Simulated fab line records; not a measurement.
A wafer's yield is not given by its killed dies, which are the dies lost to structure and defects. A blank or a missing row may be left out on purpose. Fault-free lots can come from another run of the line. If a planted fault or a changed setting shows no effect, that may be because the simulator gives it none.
Matching of chambers | flow n5Finfet | rieDiel-06 running N5_BEOL_M6_ETCH_65: 4 sister chambers
The step etches SiARC in CF4, target depth 15.6 nm, time 26 s. 8 wafers are shown with their chamber, then 11 later ones without.

WAFERS PAIRED WITH THEIR CHAMBERS
wafer  | chamber | showerheadPlenumPTorr (Torr) | etchRfOnTimeS (s)
L087.2 | 0       | 2.05                         | 24.5
L087.4 | 1       | 2.10                         | 26.1
L092.1 | 0       | 2.05                         | 24.4
L092.3 | 3       | 2.22                         | 26.7
L092.4 | 1       | 2.09                         | 26.3
L092.5 | 3       | 2.22                         | 26.6
L092.6 | 2       | 2.07                         | 25.0
L093.2 | 2       | 2.07                         | 24.6

WAFERS MISSING THEIR CHAMBER
wafer  | showerheadPlenumPTorr (Torr) | etchRfOnTimeS (s)
L093.3 | 2.05                         | 24.4
L093.6 | 2.07                         | 24.7
L096.1 | 2.22                         | 26.4
L096.2 | 2.05                         | 24.5
L096.3 | 2.06                         | 25.0
L096.4 | 2.09                         | 26.1
L096.5 | 2.22                         | 26.4
L096.6 | 2.05                         | 24.6
L095.1 | 2.06                         | 24.8
L095.3 | 2.09                         | 26.3
L095.5 | 2.22                         | 26.6

WHICH CHAMBER EACH WENT THROUGH
wafer  | from the rows above     | in truth
L093.3 | 0                       | 0
L093.6 | 2                       | 2
L096.1 | 3                       | 3
L096.2 | 0                       | 0
L096.3 | can't be placed: 2 or 0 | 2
L096.4 | 1                       | 1
L096.5 | 3                       | 3
L096.6 | 0                       | 0
L095.1 | can't be placed: 2 or 0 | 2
L095.3 | 1                       | 1
L095.5 | 3                       | 3
Correct placement for 9 of the 11. These rows do not allow placing 2 (true chamber among the candidates in 2). Number placed wrongly: 0.
How it was worked out, from the rows above alone: a wafer's distance from a chamber is the root of the sum, over the readings, of the square of ((its reading less the chamber's mean) divided by the reading's scatter). If the next closest chamber is less than 2 further off than the closest, the wafer can't be placed; otherwise it belongs to the closest. Each chamber's mean is taken over the wafers shown for it. The scatter is the square root of a quotient: the sum, over the shown wafers, of each reading's squared deviation from its chamber's mean, divided by wafers minus chambers.
